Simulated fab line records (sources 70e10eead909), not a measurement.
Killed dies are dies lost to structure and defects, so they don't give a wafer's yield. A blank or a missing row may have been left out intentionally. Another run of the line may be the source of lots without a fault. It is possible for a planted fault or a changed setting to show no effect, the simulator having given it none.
Which tool did it? + flow nand_harc + 30 wafers from 10 lots sampled at 5 of the route's 1302 steps

WHAT THE GAUGES READ, wafer by wafer
NHARC_END_WLT_00.
| lot  | measured     | on        | VT_DECK2_MIDDLE_INNER |
|------|--------------|-----------|-----------------------|
| L324 | day 24 16:46 | prober-02 | 0.874 0.881 0.877     |
| L326 | day 26 02:19 | prober-02 | 0.881 0.879 0.878     |
| L328 | day 26 18:07 | prober-01 | 0.894 0.884 0.887     |
| L333 | day 29 10:04 | prober-02 | 0.890 0.888 0.895     |
| L334 | day 29 10:04 | prober-01 | 0.887 0.887 0.893     |
| L339 | day 31 09:47 | prober-01 | 0.878 0.893 0.889     |
| L337 | day 31 17:02 | prober-01 | 0.890 0.873 0.888     |
| L340 | day 32 19:30 | prober-02 | 0.948 0.943 0.942     |
| L341 | day 32 12:25 | prober-01 | 0.963 0.959 0.955     |
| L345 | day 33 18:31 | prober-01 | 0.888 0.884 0.890     |

EACH LOT AND THE TOOL THAT RAN IT (in order: tool; ch and the chambers of the sampled wafers; start)
| lot  | NHARC_A_CHANNEL_FILL_D2_CVD_05   | NHARC_THIN_TSV_ETCH_44             | NHARC_THIN_TSV_DEGAS_49      | NHARC_THIN_TSV_PVD_19                   |
|------|----------------------------------|------------------------------------|------------------------------|-----------------------------------------|
| L324 | lpcvd_poly-02 ch 0, day 14 19:26 | rie_diel-11 ch 0,2, day 24 04:40   | pvd_sputter-02, day 24 07:13 | pvd_sputter-02, day 24 16:46 or earlier |
| L326 | lpcvd_poly-03 ch 0, day 15 19:51 | rie_diel-13 ch 1,3, day 25 09:14   | pvd_sputter-02, day 25 13:03 | pvd_sputter-02, day 26 02:19 or earlier |
| L328 | lpcvd_poly-02 ch 0, day 16 18:13 | rie_diel-05 ch 0,2,3, day 26 06:08 | pvd_sputter-01, day 26 08:40 | pvd_sputter-01, day 26 18:07 or earlier |
| L333 | lpcvd_poly-03 ch 0, day 19 07:23 | rie_diel-05 ch 0,1,2, day 28 20:21 | pvd_sputter-02, day 28 22:51 | pvd_sputter-02, day 29 10:04 or earlier |
| L334 | lpcvd_poly-03 ch 0, day 19 07:23 | rie_diel-13 ch 2,3, day 28 21:37   | pvd_sputter-01, day 29 00:13 | pvd_sputter-01, day 29 10:04 or earlier |
| L339 | lpcvd_poly-03 ch 0, day 21 05:13 | rie_diel-05 ch 1,2,3, day 30 21:26 | pvd_sputter-03, day 31 00:04 | pvd_sputter-03, day 31 09:47 or earlier |
| L337 | lpcvd_poly-01 ch 0, day 21 09:06 | rie_diel-05 ch 1,2, day 31 04:47   | pvd_sputter-02, day 31 07:22 | pvd_sputter-02, day 31 17:02 or earlier |
| L340 | lpcvd_poly-03 ch 0, day 21 18:26 | rie_diel-13 ch 1,2,3, day 31 17:13 | pvd_sputter-03, day 31 19:43 | pvd_sputter-03, day 32 19:30 or earlier |
| L341 | lpcvd_poly-03 ch 0, day 21 18:26 | rie_diel-13 ch 0,1, day 31 13:59   | pvd_sputter-01, day 31 16:33 | pvd_sputter-01, day 32 12:25 or earlier |
| L345 | lpcvd_poly-02 ch 0, day 24 04:52 | rie_diel-05 ch 0,2,3, day 33 07:42 | pvd_sputter-03, day 33 10:03 | pvd_sputter-03, day 33 18:31 or earlier |
- NHARC_A_CHANNEL_FILL_D2_CVD_05: deposits poly-Si, target thk 5 nm.
- NHARC_THIN_TSV_ETCH_44: etches the open film in CF4/O2, target depth 1594.2 nm, time 797.1 s.
- NHARC_THIN_TSV_DEGAS_49: time 120 s.
- NHARC_THIN_TSV_PVD_19: deposits TaN, target thk 20 nm.

THE ANSWER, worked out from the rows above alone
Rule: usual is defined by the lots themselves. The widest of any qualifying gaps counts: lots, ordered by their means at a reading, are off when they make up no more than a third of the lots, leave a main group of 4 or more, and stand apart from it by 3 or more times the standard deviation of that group's means. A main group whose means are all the same, to the digits that the tables above print for the reading, isn't used. A lot without any number at a reading at which 4 lots or more have one is off too. All remaining lots with rows at the step are treated as sound.
Off: L340, L341, seen at NHARC_END_WLT_00 (VT_DECK2_MIDDLE_INNER). Mean 0.885 and standard deviation 0.0045 in the main group.
If a tool, at a process step before that reading, ran all the lots that are off and no sound lot after the first of them, it fits. Gauges at NHARC_END_WLT_00: tried the same way as those tools. NHARC_THIN_TSV_PVD_19 gives no start for some lots, so the hours and the order of its lots are those of NHARC_END_WLT_00. 2 tools fit, lpcvd_poly-03 at NHARC_A_CHANNEL_FILL_D2_CVD_05 and rie_diel-13 at NHARC_THIN_TSV_ETCH_44, so this cannot tell which one it is.

WHAT THE SIMULATOR PUT IN
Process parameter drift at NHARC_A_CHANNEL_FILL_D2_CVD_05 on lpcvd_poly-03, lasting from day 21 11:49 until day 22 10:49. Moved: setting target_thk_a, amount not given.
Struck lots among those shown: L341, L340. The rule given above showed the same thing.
